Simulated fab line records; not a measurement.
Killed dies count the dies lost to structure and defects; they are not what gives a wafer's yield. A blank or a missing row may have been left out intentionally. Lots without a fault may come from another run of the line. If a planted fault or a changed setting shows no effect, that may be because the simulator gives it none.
What tool caused it? :: flow n5_finfet :: at 1 step of a route of 1938, 20 lots with 60 wafers sampled

== WHAT EACH GAUGE READ, for each wafer ==
N5_STI_FIN_REVEAL_INSPECT_13: inspects for defects (darkfield).
lot: L074
measured: day 2 13:10
on: defect_inspect-02
raw_defect_count: 15 20 15

lot: L075
measured: day 2 20:43
on: defect_inspect-01
raw_defect_count: 9 12 5

lot: L076
measured: day 3 02:33
on: defect_inspect-02
raw_defect_count: 18 7 12

lot: L079
measured: day 3 19:05
on: defect_inspect-01
raw_defect_count: 4 17 10

lot: L080
measured: day 4 00:26
on: defect_inspect-02
raw_defect_count: 5 9 11

lot: L081
measured: day 4 08:56
on: defect_inspect-02
raw_defect_count: 15 5 20

lot: L082
measured: day 4 13:53
on: defect_inspect-02
raw_defect_count: 10 10 8

lot: L083
measured: day 4 19:05
on: defect_inspect-02
raw_defect_count: 10 8 5

lot: L084
measured: day 5 02:11
on: defect_inspect-01
raw_defect_count: 5 14 10

lot: L085
measured: day 5 08:13
on: defect_inspect-02
raw_defect_count: 6 10 7

lot: L086
measured: day 5 15:05
on: defect_inspect-02
raw_defect_count: 10 9 22

lot: L088
measured: day 6 02:28
on: defect_inspect-02
raw_defect_count: 14 8 11

lot: L089
measured: day 6 07:58
on: defect_inspect-02
raw_defect_count: 17 6 4

lot: L090
measured: day 6 12:43
on: defect_inspect-01
raw_defect_count: 15 19 12

lot: L091
measured: day 6 19:56
on: defect_inspect-02
raw_defect_count: 14 14 14

lot: L092
measured: day 7 01:20
on: defect_inspect-01
raw_defect_count: 14 10 14

lot: L093
measured: day 7 06:29
on: defect_inspect-01
raw_defect_count: 15 16 12

lot: L094
measured: day 7 14:05
on: defect_inspect-02
raw_defect_count: 14 16 10

lot: L095
measured: day 7 19:45
on: defect_inspect-01
raw_defect_count: 8 13 12

lot: L097
measured: day 8 07:17
on: defect_inspect-02
raw_defect_count: 13 3 10

== WHICH TOOL RAN EACH LOT (tool, then ch and the chambers of the sampled wafers, then the start) ==
The record shows no process step preceding these readings.

== AS READ BY THE TOOLS THEMSELVES (means over the sampled wafers that have a number; for cases with no such wafer, the mark the record gives instead) ==
The record holds no such reading with a usual standard deviation.

== THE ANSWER, worked out from the rows above alone ==
Rule: usual is defined by the lots themselves. The widest of any qualifying gaps counts: lots, ordered by their means at a reading, are off when they make up no more than a third of the lots, leave a main group of 4 or more, and stand apart from it by 3 or more times the standard deviation of that group's means. If all means in a main group match to the digits the tables above print for the reading, that group is not used. Also off: a lot with no number at a reading for which 4 or more lots have one. All remaining lots with rows at the step are treated as sound. After the gauges, taken in route order, come the tools' own readings; for these a lot's mean is taken, as printed above. At the first step where some lot is off, the reading lying furthest off is the one used; lots without a number count as furthest.
Across all readings shown, no lot is off: no conclusion can be drawn from this.

== WHAT THE SIMULATOR HAD INSERTED ==
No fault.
